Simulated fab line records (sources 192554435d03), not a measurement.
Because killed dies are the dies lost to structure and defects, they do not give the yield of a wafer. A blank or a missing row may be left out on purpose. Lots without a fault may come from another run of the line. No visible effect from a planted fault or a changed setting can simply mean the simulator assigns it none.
Which tool is to blame? ; flow n5 finfet ; 8 lots, 24 wafers sampled, at 6 steps of a route of 1938

WHAT EACH GAUGE READ, for each wafer
N5_BEOL_M2_CD_MEAS_28: target cd 26.2 nm, target cd y 24.1 nm.
lot;measured;on;cd nm (nm)
L143;day 6 18:35;cd sem-01;26.23 26.01 26.53
L147;day 7 22:40;cd sem-01;26.45 26.25 26.15
L148;day 8 00:03;cd sem-03;26.21 25.97 26.40
L151;day 8 16:37;cd sem-02;30.01 29.87 30.07
L152;day 9 03:49;cd sem-03;29.26 29.70 29.12
L157;day 10 15:34;cd sem-02;26.15 26.05 26.14
L158;day 10 20:19;cd sem-01;26.49 26.05 26.31
L161;day 11 02:47;cd sem-03;26.06 26.56 26.13

N5_BEOL_M2_OVL_MEAS_29.
lot;measured;on;V1_OVL (nm)
L143;day 6 18:37;overlay-02;1.5 1.4 2.1
L147;day 7 22:43;overlay-01;-0.1 0.1 0.7
L148;day 8 00:05;overlay-01;-0.4 0.3 -0.1
L151;day 8 16:39;overlay-02;-0.5 -0.8 -0.3
L152;day 9 03:51;overlay-02;0.7 0.6 0.4
L157;day 10 15:37;overlay-01;-0.6 -1.2 -0.1
L158;day 10 20:21;overlay-01;-0.3 -0.6 0.4
L161;day 11 02:49;overlay-01;1.2 0.7 1.2

N5_BEOL_M4_RC_MEAS_101.
lot;measured;on;CHAIN_V1 (ohm/link);CHAIN_V1_max_site (ohm/link);DIBL_N (mV/V);DIBL_P (mV/V);IOFF_N (nA/um);IOFF_P (nA/um);ION_N (uA/um);ION_P (uA/um);SS_N (mV/dec);SS_P (mV/dec);VT_N (mV);VT_P (mV)
L143;day 8 10:06;prober-01;229 228 217;231 236 219;36.0 37.1 36.7;37.1 37.0 36.6;0.17 0.18 0.18;0.24 0.23 0.23;684 682 669;471 464 467;71.4 71.3 71.6;73.4 73.3 73.3;249 248 249;-247 -248 -247
L147;day 9 03:26;prober-01;218 235 224;223 245 232;39.0 39.3 34.0;38.2 38.9 32.5;0.22 0.23 0.12;0.31 0.33 0.20;669 663 657;465 463 464;72.4 72.1 70.2;75.0 74.9 72.8;244 244 250;-240 -241 -246
L148;day 9 08:49;prober-02;215 219 221;223 224 231;33.1 35.5 34.2;33.7 36.5 35.5;0.12 0.16 0.14;0.15 0.18 0.18;662 666 682;454 449 469;71.1 71.8 71.3;73.2 73.2 72.5;252 248 251;-255 -254 -255
L151;day 10 03:45;prober-01;179 171 183;188 177 189;37.8 40.1 37.4;37.9 41.5 36.9;0.17 0.24 0.17;0.24 0.30 0.21;666 692 683;464 474 464;72.3 72.6 72.0;73.3 74.2 73.6;249 244 252;-248 -246 -249
L152;day 10 15:08;prober-02;178 183 186;194 195 196;36.1 35.6 36.9;34.8 35.0 34.9;0.18 0.16 0.18;0.23 0.23 0.23;668 691 671;458 471 458;71.5 71.1 72.4;73.4 73.6 73.5;247 248 250;-249 -247 -247
L157;day 11 21:53;prober-02;227 232 223;231 241 231;34.5 37.2 37.5;34.6 37.2 38.0;0.12 0.16 0.16;0.16 0.19 0.20;667 676 672;455 457 460;71.1 71.5 72.1;72.6 72.8 73.8;252 250 252;-255 -254 -253
L158;day 12 17:39;prober-01;216 232 210;222 242 223;35.4 35.4 34.2;35.2 36.6 32.8;0.14 0.16 0.12;0.20 0.23 0.17;676 674 670;469 466 457;71.5 71.5 71.4;73.1 73.0 72.7;252 249 251;-249 -247 -252
L161;day 12 10:33;prober-01;234 249 222;244 261 228;37.5 34.2 33.3;38.7 34.3 33.9;0.19 0.12 0.11;0.21 0.15 0.14;678 670 655;456 455 443;72.3 71.8 71.4;73.8 73.0 72.8;251 255 255;-252 -259 -259

TOOL THAT RAN EACH LOT (tool first, then ch and the chambers of the sampled wafers, then the start)
lot;N5_BEOL_M2_DESCUM_16;N5_BEOL_M2_EXPOSE_25;N5_BEOL_M2_ETCHBACK_99
L143;rie diel-03 ch 0,2,3, day 6 17:50;euv scanner-02 ch 0, day 6 18:27;rie diel-04 ch 0,2,3, day 6 20:10
L147;rie diel-03 ch 1,2,3, day 7 21:42;euv scanner-02 ch 0, day 7 22:32;rie diel-03 ch 0,1, day 8 00:51
L148;rie diel-03 ch 1,2, day 7 23:14;euv scanner-02 ch 0, day 7 23:54;rie diel-04 ch 1,2,3, day 8 01:47
L151;rie diel-03 ch 0,1, day 8 15:43;euv scanner-02 ch 0, day 8 16:28;rie diel-02 ch 0,1,3, day 8 20:39
L152;rie diel-04 ch 1,3, day 9 03:04;euv scanner-02 ch 0, day 9 03:41;rie diel-04 ch 1,2, day 9 04:32
L157;rie diel-04 ch 0,1, day 10 14:46;euv scanner-01 ch 0, day 10 15:26;rie diel-04 ch 0,1,3, day 10 20:11
L158;rie diel-02 ch 0,3, day 10 19:14;euv scanner-01 ch 0, day 10 20:10;rie diel-02 ch 0,1,2, day 11 07:44
L161;rie diel-04 ch 0,2, day 11 01:52;euv scanner-01 ch 0, day 11 02:38;rie diel-02 ch 0,1,2, day 11 07:22
- N5_BEOL_M2_DESCUM_16: chemistry O2, time 7 s.
- N5_BEOL_M2_EXPOSE_25: exposes mask V1, defocus 5 nm.
- N5_BEOL_M2_ETCHBACK_99: etches SiO2 in CHF3, target depth 5 nm, time 10.4 s.

WHAT THE TOOLS THEMSELVES READ (means of the sampled wafers that have a number; where no wafer has one, the mark that the record gives instead)
N5_BEOL_M2_DESCUM_16.
lot;tool;drypump motor current A (A);oes product au (a.u.);rf fwd power W (W);rf vpp V (V);showerhead plenum p Torr (Torr);throttle valve pct (%)
L143;rie diel-03;5.5;0.74;49.40;243.5;2.07;20.48
L147;rie diel-03;5.7;0.82;49.44;243.8;2.11;20.47
L148;rie diel-03;5.3;0.75;49.47;243.7;2.08;20.59
L151;rie diel-03;5.9;0.93;49.47;242.8;2.08;20.24
L152;rie diel-04;5.6;0.77;49.22;243.8;2.13;20.29
L157;rie diel-04;5.6;0.83;49.38;244.9;2.21;20.22
L158;rie diel-02;6.0;0.81;49.12;243.6;2.12;20.22
L161;rie diel-04;5.8;0.92;49.19;244.4;2.17;20.19

N5_BEOL_M2_EXPOSE_25.
lot;tool;exposure dose mJ cm2;reticle temp C (C)
L143;euv scanner-02;62.92;22.90
L147;euv scanner-02;62.97;22.98
L148;euv scanner-02;62.99;22.96
L151;euv scanner-02;78.02;23.01
L152;euv scanner-02;74.97;23.02
L157;euv scanner-01;62.85;22.98
L158;euv scanner-01;62.86;23.08
L161;euv scanner-01;62.81;23.03

N5_BEOL_M2_ETCHBACK_99.
lot;tool;drypump motor current A (A);oes product au (a.u.);rf fwd power W (W);rf vpp V (V);showerhead plenum p Torr (Torr);throttle valve pct (%)
L143;rie diel-04;5.8;0.84;212.0;239;2.18;16.97
L147;rie diel-03;5.9;0.96;212.3;245;2.16;16.93
L148;rie diel-04;5.8;0.76;211.9;238;2.16;17.05
L151;rie diel-02;5.9;0.75;212.2;244;2.15;16.99
L152;rie diel-04;6.1;0.72;210.8;242;2.17;17.25
L157;rie diel-04;5.6;0.80;212.2;240;2.21;16.93
L158;rie diel-02;5.8;0.85;212.5;240;2.17;16.95
L161;rie diel-02;5.8;0.85;212.8;240;2.17;16.95

THE ANSWER, worked out from the rows above alone
Rule: what is usual is taken from the lots themselves. Put in order of their means at a reading, lots are off if they are a third of the lots or fewer, leave a main group of 4 or more, and stand apart from it by a gap of 3 or more times the standard deviation of the main group's means; of several such gaps the widest counts. A main group whose means are all the same, to the digits that the tables above print for the reading, isn't used. A lot without any number at a reading at which 4 lots or more have one is off too. Any other lot the step has rows for is counted as sound. Order of review: gauges by route order, followed by the tools' own readings, for which a lot's mean as printed above is used. At the first step where some lot is off, the reading lying furthest off is the one used; lots without a number count as furthest.
Off: L151, L152, at N5_BEOL_M2_CD_MEAS_28 (cd nm). Mean 26.23 nm and standard deviation 0.06 in the main group.
A tool fits if, at a process step before that reading, it ran every lot that is off, and no sound lot after the first of them. Not tried: the gauges at N5_BEOL_M2_CD_MEAS_28; whatever is off there is also off at N5_BEOL_M4_RC_MEAS_101, on other tools, and gauge error can't account for it. One fits: euv scanner-02 at N5_BEOL_M2_EXPOSE_25. A fault onset in the window from L148 (day 7 23:54, its last sound lot) to L151 (day 8 16:28, its first lot off) fits.
On the lots that are off, the tool's own readings at N5_BEOL_M2_EXPOSE_25 differ by more than 5 times the standard deviation of the sound lots' means, which bears it out; exposure dose mJ cm2 reads 76.50 there versus 62.90 on the sound lots.

WHAT HAD BEEN PUT IN BY THE SIMULATOR
Process parameters drifting: euv scanner-02 at N5_BEOL_M2_EXPOSE_25, beginning at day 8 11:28. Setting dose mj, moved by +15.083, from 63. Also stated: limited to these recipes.
Shown lots that were struck: L151, L152. The same result came from the rule above.
